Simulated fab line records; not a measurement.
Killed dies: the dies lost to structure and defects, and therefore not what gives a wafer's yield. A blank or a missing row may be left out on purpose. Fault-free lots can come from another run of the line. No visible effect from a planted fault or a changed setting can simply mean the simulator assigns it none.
Split-lot study | flow n5 finfet | route with 1938 steps; 7 lots, 21 wafers read

## ON THE SPLIT
At N5_BEOL_M8_PECVD_70 (deposits SiO2 from TEOS/O2, target thk 20 nm, time 22.7 s), the setting temp c was moved away from the recipe's 400 C on 11 of the 21 wafers read, by -4.0% to +3.2%. All remaining wafers had this setting at the recipe value.

The split's own step is where the reading is taken.

## THE READING
SiO2_of_BEOL_M8_PECVD_70.thk nm (the simulator's own value, which no gauge read), in nm, at N5_BEOL_M8_PECVD_70 (deposits SiO2 from TEOS/O2, target thk 20 nm, time 22.7 s). No usual value for it is given in the file. Average 19.9 nm, standard deviation 0.25 nm, over the 10 wafers here run with the recipe.

wafer  | tool, chamber at the split | temp c as run, C | against the recipe | SiO2_of_BEOL_M8_PECVD_70.thk nm, nm | against lot-mates on the recipe
L086.1 | pecvd-03, 2                | 400              | recipe             | 20                                  | -
L086.2 | pecvd-03, 1                | 405.6            | +1.4%              | 18.4                                | -1.6
L086.4 | pecvd-03, 1                | 405.6            | +1.4%              | 18.8                                | -1.2
L085.1 | pecvd-03, 0                | 412.8            | +3.2%              | 18                                  | -1.5
L085.2 | pecvd-03, 2                | 400              | recipe             | 19.6                                | -
L085.3 | pecvd-03, 1                | 400              | recipe             | 19.4                                | -
L088.3 | pecvd-04, 1                | 400              | recipe             | 19.8                                | -
L088.4 | pecvd-04, 2                | 390.9            | -2.3%              | 21.8                                | +2.0
L088.6 | pecvd-04, 1                | 390.9            | -2.3%              | 21.6                                | +1.8
L089.1 | pecvd-02, 1                | 392.9            | -1.8%              | 20.8                                | +0.8
L089.4 | pecvd-02, 0                | 392.9            | -1.8%              | 21                                  | +1.0
L089.6 | pecvd-02, 2                | 400              | recipe             | 20                                  | -
L091.2 | pecvd-04, 1                | 384.1            | -4.0%              | 22                                  | +1.9
L091.3 | pecvd-04, 2                | 400              | recipe             | 20.2                                | -
L091.5 | pecvd-04, 1                | 400              | recipe             | 20                                  | -
L090.1 | pecvd-02, 2                | 410.1            | +2.5%              | 18.2                                | no lot-mate on the recipe
L090.4 | pecvd-02, 1                | 410.1            | +2.5%              | 18.8                                | no lot-mate on the recipe
L090.6 | pecvd-02, 0                | 410.1            | +2.5%              | 18.6                                | no lot-mate on the recipe
L096.4 | pecvd-03, 0                | 400              | recipe             | 20                                  | -
L096.5 | pecvd-03, 1,2              | 400              | recipe             | 20.2                                | -
L096.6 | pecvd-03, 1,2              | 400              | recipe             | 20.2                                | -
The file does not say which wafer passed through which chamber wherever a row lists several chambers: such a row stands for several wafers.

THE FIT
A straight line over all 21 wafers: SiO2_of_BEOL_M8_PECVD_70.thk nm changes by -0.611 nm for each +1% of temp c; r = -0.96; the points scatter about the line by 0.32 nm.
The same after taking each lot's own level away (the mean of its wafers on the recipe; 18 wafers): -0.607 nm for each +1%; r = -0.95; scatter 0.34 nm.
The reading moves by 2.4 nm for the largest change in temp c, on that fit.
From 19.50 to 20.13 nm: that is the span of the lots' own levels, equal to 2.5 times the standard deviation above.
So the lot-to-lot level changes the slope little: the two slopes agree.
Check: for one of the wafers moved furthest among these (-4.0%), held out of the fit, the line's prediction against its lot-mates is +2.65 nm. Against them it came out at +1.9 nm.

## OTHER SPLITS ON THESE WAFERS
Before the reading, these wafers also passed through other splits. Each is held against what the fit with the lots' levels taken away leaves over:
other split on the same wafers   | wafers away from the commonest value | r with SiO2_of_BEOL_M8_PECVD_70.thk nm (lot level and that fit taken away)
N5_BEOL_M5_TRENCH_ETCH_37 time s | 3                                    | -0.03
N5_BEOL_M7_PECVD_70 temp c       | 10                                   | -0.07

## FILE'S OWN FIT
SiO2_of_BEOL_M8_PECVD_70.thk nm changes by -0.557 nm for each +1% of temp c, r = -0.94.
